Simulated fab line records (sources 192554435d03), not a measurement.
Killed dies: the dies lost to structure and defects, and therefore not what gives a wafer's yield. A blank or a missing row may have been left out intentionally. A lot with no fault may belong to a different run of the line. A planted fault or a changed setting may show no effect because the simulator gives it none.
Matching of chambers | flow n5-finfet | rie-diel-04 running N5_ZERO_LAYER_ETCH_17: 4 sister chambers
The step etches SiO2 in CF4, target depth 12 nm, time 13.3 s. 27 wafers are shown with their chamber, then 12 later ones without.

## WAFERS WITH THEIR CHAMBER
wafer  | chamber | drypump-motor-current-A (A) | showerhead-plenum-p-Torr (Torr) | throttle-valve-pct (%)
L076.1 | 3       | 5.3                         | 2.13                            | 15.41
L076.4 | 0       | 5.2                         | 2.07                            | 15.71
L076.6 | 2       | 6.2                         | 2.15                            | 15.79
L080.2 | 2       | 6.2                         | 2.15                            | 15.82
L080.3 | 0       | 5.2                         | 2.07                            | 15.74
L080.4 | 2       | 6.2                         | 2.15                            | 15.81
L081.2 | 0       | 5.2                         | 2.07                            | 15.75
L081.4 | 2       | 6.2                         | 2.15                            | 15.82
L081.5 | 0       | 5.2                         | 2.07                            | 15.75
L082.1 | 2       | 6.2                         | 2.15                            | 15.83
L082.3 | 3       | 5.2                         | 2.12                            | 15.45
L082.6 | 3       | 5.3                         | 2.12                            | 15.45
L083.1 | 3       | 5.3                         | 2.12                            | 15.45
L083.2 | 2       | 6.2                         | 2.15                            | 15.84
L083.3 | 0       | 5.2                         | 2.06                            | 15.75
L084.2 | 0       | 5.2                         | 2.06                            | 15.75
L084.5 | 2       | 6.2                         | 2.15                            | 15.82
L084.6 | 3       | 5.3                         | 2.12                            | 15.44
L088.1 | 3       | 5.3                         | 2.12                            | 15.44
L088.2 | 2       | 6.2                         | 2.14                            | 15.85
L088.4 | 0       | 5.2                         | 2.06                            | 15.78
L089.2 | 0       | 5.2                         | 2.06                            | 15.76
L089.3 | 1       | 5.2                         | 2.19                            | 15.55
L089.5 | 2       | 6.2                         | 2.14                            | 15.84
L090.2 | 3       | 5.3                         | 2.12                            | 15.48
L090.3 | 0       | 5.3                         | 2.06                            | 15.77
L090.4 | 2       | 6.2                         | 2.14                            | 15.86

SIGNATURES (averages over the wafers above)
reading                  | chamber 0 | chamber 1 | chamber 2 | chamber 3 | scatter within a chamber
drypump-motor-current-A  | 5.211     | 5.200     | 6.200     | 5.286     | 0.0276
showerhead-plenum-p-Torr | 2.0644    | 2.1900    | 2.1470    | 2.1214    | 0.00475
throttle-valve-pct       | 15.7511   | 15.5500   | 15.8280   | 15.4457   | 0.0202
Rule: for each reading, subtract the chamber's mean from the wafer's reading, divide by that reading's scatter and square the result; add these up over the readings and take the root, which gives the wafer's distance from the chamber. If the next closest chamber is less than 2 further off than the closest, the wafer can't be placed; otherwise it belongs to the closest. The scatter: take each reading less its chamber's mean, square it, sum over the shown wafers, divide by the number of wafers less the number of chambers, and take the root.

## WAFERS WHOSE CHAMBER IS MISSING
wafer  | drypump-motor-current-A (A) | showerhead-plenum-p-Torr (Torr) | throttle-valve-pct (%)
L092.1 | 5.2                         | 2.06                            | 15.79
L092.2 | 5.2                         | 2.19                            | 15.57
L092.5 | 5.2                         | 2.19                            | 15.57
L093.4 | 5.2                         | 2.06                            | 15.79
L093.5 | 5.2                         | 2.06                            | 15.79
L093.6 | 5.3                         | 2.11                            | 15.48
L094.2 | 5.2                         | 2.06                            | 15.80
L094.3 | 6.2                         | 2.14                            | 15.89
L094.4 | 5.2                         | 2.19                            | 15.60
L097.1 | 5.2                         | 2.19                            | 15.60
L097.3 | 5.3                         | 2.11                            | 15.50
L097.5 | 6.2                         | 2.14                            | 15.86

## THE CHAMBER EACH PASSED THROUGH
wafer  | from the rows above | in truth
L092.1 | 0                   | 0
L092.2 | 1                   | 1
L092.5 | 1                   | 1
L093.4 | 0                   | 0
L093.5 | 0                   | 0
L093.6 | 3                   | 3
L094.2 | 0                   | 0
L094.3 | 2                   | 2
L094.4 | 1                   | 1
L097.1 | 1                   | 1
L097.3 | 3                   | 3
L097.5 | 2                   | 2
12 of 12 placed correctly. Number that these rows cannot place: 0. Wrongly placed: 0.
